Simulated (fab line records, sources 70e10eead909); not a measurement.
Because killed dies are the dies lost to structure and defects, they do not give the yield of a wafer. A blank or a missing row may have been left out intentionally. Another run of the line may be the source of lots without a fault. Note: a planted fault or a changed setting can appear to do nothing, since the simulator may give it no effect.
2 desks looking at one fault	flow nandHarc	each desk has only its own numbers; what lay behind them comes last

== METROLOGY DESK ==
What the gauges read for every lot (on any tool): the sampled wafers with a number, averaged. Marked OUT: a lot whose mean sits more than 4 standard deviations from the usual mean, which makes it out of limits; the brackets give that distance.
Columns: A = thkNm at NHARC_A_ONON_D2_THK_MEAS_11, usual 994 nm
lot	first seen here	A
L509	day 12 11:27	991
L511	day 12 22:50	986
L512	day 13 13:19	1011
L510	day 13 23:33	974
L513	day 14 02:38	1013
L516	day 15 11:29	1526 (+44) OUT
L518	day 16 00:02	1487 (+41) OUT
L519	day 16 19:04	1514 (+43) OUT
L520	day 16 19:04	1007
L523	day 17 22:50	984
L524	day 18 13:52	999
L530	day 20 20:56	998
Finding of this desk: L516, L518, L519 out of limits; the first was L516 at day 15 11:29, on thkNm at NHARC_A_ONON_D2_THK_MEAS_11. In limits: L509, L511, L512, L510, L513, L520, L523, L524, L530.

== DESK OF THE TOOL OWNER: pecvdOnon-04 ==
The tool's own readings at NHARC_A_ONON_D2_DEP_09 (target thk 1000 nm): means of the sampled wafers that have a number, for each lot that ran on this tool. Marked OUT: a lot whose mean sits more than 4 standard deviations from the usual mean, which makes it out of limits; the brackets give that distance.
Columns: A = susceptorTempC at NHARC_A_ONON_D2_DEP_09, usual 400.00 C
lot	first seen here	A
L509	day 12 11:00	400.04
L511	day 12 22:19	399.90
L512	day 13 12:51	400.12
L516	day 15 10:58	400.23
L518	day 15 23:32	399.59
L519	day 16 18:37	400.02
This desk's verdict: no lot among the 6 shows anything out of limits.

== BROUGHT TOGETHER ==
The metrology desk could have raised an alarm at day 15 11:29, on L516, L518, L519.
The tool owner's desk saw nothing out of limits.
The tool owner's desk has L516, L518, L519 on record, within its limits.
All the named lots went through NHARC_A_ONON_D2_DEP_09 on pecvdOnon-04.

== WHAT THE SIMULATOR PUT IN ==
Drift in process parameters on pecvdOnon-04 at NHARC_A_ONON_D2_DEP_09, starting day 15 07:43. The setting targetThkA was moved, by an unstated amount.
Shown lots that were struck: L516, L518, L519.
Per desk, hours elapsed from the start of the fault to the first reading out of limits: for the metrology desk, 4.
